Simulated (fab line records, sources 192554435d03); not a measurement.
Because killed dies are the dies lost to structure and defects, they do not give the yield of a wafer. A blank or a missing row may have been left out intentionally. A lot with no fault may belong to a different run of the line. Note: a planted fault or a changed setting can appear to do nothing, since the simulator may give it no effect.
Which tool is to blame? + flow n5-finfet + 9 lots with 27 wafers sampled at 3 steps, on a route of 1938 steps

WHAT THE GAUGES SHOWED, per wafer
N5_MOL_CONTACT_COAG_CD_MEAS_101: target cd 16 nm.
| lot  | measured     | on        | cd-nm (nm)     |
|------|--------------|-----------|----------------|
| L966 | day 5 05:28  | cd-sem-03 | 16.5 16.2 15.9 |
| L975 | day 7 13:38  | cd-sem-03 | 16.4 16.4 16.1 |
| L976 | day 7 20:07  | cd-sem-01 | 15.5 15.6 15.7 |
| L978 | day 8 18:31  | cd-sem-01 | 16.2 15.8 16.5 |
| L979 | day 8 18:49  | cd-sem-03 | 15.5 15.8 15.5 |
| L980 | day 9 02:56  | cd-sem-02 | 15.3 15.9 15.0 |
| L982 | day 9 12:53  | cd-sem-03 | 16.0 15.4 15.7 |
| L985 | day 10 03:49 | cd-sem-01 | 16.0 15.7 15.6 |
| L986 | day 10 04:54 | cd-sem-02 | 15.7 16.0 16.1 |

TOOL THAT RAN EACH LOT (tool first, then ch and the chambers of the sampled wafers, then the start)
| lot  | N5_MOL_CONTACT_COAG_ALD_133      | N5_MOL_CONTACT_COAG_ETCHBACK_134  |
|------|----------------------------------|-----------------------------------|
| L966 | ald-sin-01 ch 0,1, day 5 04:46   | rie-diel-02 ch 0,1,2, day 5 04:57 |
| L975 | ald-sin-02 ch 0,1,2, day 7 12:31 | rie-diel-03 ch 0,3, day 7 13:07   |
| L976 | ald-sin-02 ch 0,1,2, day 7 19:23 | rie-diel-03 ch 0,2, day 7 19:36   |
| L978 | ald-sin-02 ch 1,2, day 8 17:50   | rie-diel-03 ch 0,1,3, day 8 18:01 |
| L979 | ald-sin-02 ch 0,3, day 8 18:01   | rie-diel-04 ch 0,2, day 8 18:18   |
| L980 | ald-sin-04 ch 0,2,3, day 9 02:12 | rie-diel-04 ch 0,2,3, day 9 02:26 |
| L982 | ald-sin-01 ch 1,2,3, day 9 12:11 | rie-diel-04 ch 0,1, day 9 12:23   |
| L985 | ald-sin-02 ch 2,3, day 10 03:07  | rie-diel-04 ch 2,3, day 10 03:18  |
| L986 | ald-sin-02 ch 0,3, day 10 03:46  | rie-diel-02 ch 0,3, day 10 04:23  |
- N5_MOL_CONTACT_COAG_ALD_133: deposits SiO2, target thk 5 nm, pulse time 1 s, co reactant pulse time 1 s.
- N5_MOL_CONTACT_COAG_ETCHBACK_134: etches SiO2 in CHF3, target depth 10 nm, time 6.7 s.

THE ANSWER, worked out from the rows above alone
Rule: the usual values come from the lots themselves. Put in order of their means at a reading, lots are off if they are a third of the lots or fewer, leave a main group of 4 or more, and stand apart from it by a gap of 3 or more times the standard deviation of the main group's means; of several such gaps the widest counts. A main group is skipped when, at the precision printed for the reading in the tables above, its means are all equal. A lot without any number at a reading at which 4 lots or more have one is off too. The other lots that the step has rows for count as sound.
No lot is off at any reading shown: from this, nothing can be told.

WHAT THE SIMULATOR HAD PUT IN
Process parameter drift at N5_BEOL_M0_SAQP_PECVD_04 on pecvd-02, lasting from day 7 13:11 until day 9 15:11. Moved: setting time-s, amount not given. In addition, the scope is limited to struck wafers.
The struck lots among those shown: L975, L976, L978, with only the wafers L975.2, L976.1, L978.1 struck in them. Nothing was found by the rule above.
